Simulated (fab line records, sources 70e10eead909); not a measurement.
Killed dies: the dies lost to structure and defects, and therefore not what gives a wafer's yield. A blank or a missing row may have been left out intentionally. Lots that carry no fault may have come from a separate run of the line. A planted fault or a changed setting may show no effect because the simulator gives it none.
Which tool was responsible? + flow nand harc + 36 wafers from 12 lots sampled at 2 of the route's 1302 steps

WHAT EACH GAUGE READ, for each wafer
NHARC_A_ONON_D1_INSPECT_32.
| lot  | measured     | on                | raw defect count |
|------|--------------|-------------------|------------------|
| L404 | day 8 17:18  | defect inspect-01 | 62 64 53         |
| L408 | day 10 02:34 | defect inspect-02 | 110 122 123      |
| L409 | day 10 02:35 | defect inspect-01 | 57 37 78         |
| L411 | day 11 02:07 | defect inspect-01 | 92 94 50         |
| L410 | day 11 02:13 | defect inspect-01 | 95 70 136        |
| L413 | day 11 22:53 | defect inspect-01 | 77 80 104        |
| L420 | day 15 01:45 | defect inspect-01 | 84 64 81         |
| L421 | day 15 09:07 | defect inspect-01 | 43 50 52         |
| L423 | day 15 23:08 | defect inspect-01 | 50 48 47         |
| L424 | day 16 14:48 | defect inspect-02 | 88 60 89         |
| L425 | day 17 00:22 | defect inspect-02 | 43 62 69         |
| L427 | day 17 23:53 | defect inspect-02 | 67 61 68         |

NHARC_A_CHANNEL_HOLE_D1_OVL_MEAS_11.
| lot  | measured     | on         | overlay x nm (nm) | overlay y nm (nm) |
|------|--------------|------------|-------------------|-------------------|
| L404 | day 8 21:43  | overlay-02 | -0.8 -0.6 -0.1    | -0.1 -0.1 -0.2    |
| L408 | day 10 06:42 | overlay-01 | -0.5 -0.4 -0.2    | -0.4 -0.6 -0.4    |
| L409 | day 10 06:59 | overlay-01 | -0.3 -0.7 -0.5    | -1.0 -1.5 -1.1    |
| L411 | day 11 05:02 | overlay-02 | 1.0 0.5 0.9       | 1.0 1.6 1.5       |
| L410 | day 11 05:17 | overlay-02 | 0.1 0.3 0.1       | -0.9 -0.4 -1.2    |
| L413 | day 12 03:57 | overlay-01 | -0.3 0.0 0.3      | -0.8 -0.6 -0.7    |
| L420 | day 15 04:28 | overlay-01 | 2.5 1.9 1.6       | -0.6 -0.2 -0.6    |
| L421 | day 15 15:14 | overlay-01 | -0.4 0.0 0.2      | -0.5 -0.2 -0.1    |
| L423 | day 16 02:08 | overlay-02 | -1.1 -0.9 -0.4    | 1.4 1.9 1.9       |
| L424 | day 16 19:54 | overlay-01 | -0.1 -0.9 -0.3    | 0.6 0.3 0.3       |
| L425 | day 17 04:20 | overlay-02 | 0.7 0.7 0.7       | 1.5 0.4 1.0       |
| L427 | day 18 05:41 | overlay-02 | 1.0 1.8 1.3       | -0.2 -0.5 -0.1    |

EACH LOT AND THE TOOL THAT RAN IT (in order: tool; ch and the chambers of the sampled wafers; start)
The record shows no process step preceding these readings.

WHAT THE TOOLS THEMSELVES READ (means of the sampled wafers that have a number; where no wafer has one, the mark that the record gives instead)
The record holds no such reading with a usual standard deviation.

THE ANSWER, worked out from the rows above alone
Rule: what is usual is taken from the lots themselves. The widest of any qualifying gaps counts: lots, ordered by their means at a reading, are off when they make up no more than a third of the lots, leave a main group of 4 or more, and stand apart from it by 3 or more times the standard deviation of that group's means. A main group whose means are all the same, to the digits that the tables above print for the reading, isn't used. A lot without any number at a reading at which 4 lots or more have one is off too. Where the step has rows for the other lots, those lots are counted as sound. First the gauges in route order, then the tools' own readings, where a lot's mean is used as printed above. At the first step where some lot is off, the reading lying furthest off is the one used; lots without a number count as furthest.
None of the lots is off at any reading shown; this tells nothing.

WHAT THE SIMULATOR HAD INSERTED
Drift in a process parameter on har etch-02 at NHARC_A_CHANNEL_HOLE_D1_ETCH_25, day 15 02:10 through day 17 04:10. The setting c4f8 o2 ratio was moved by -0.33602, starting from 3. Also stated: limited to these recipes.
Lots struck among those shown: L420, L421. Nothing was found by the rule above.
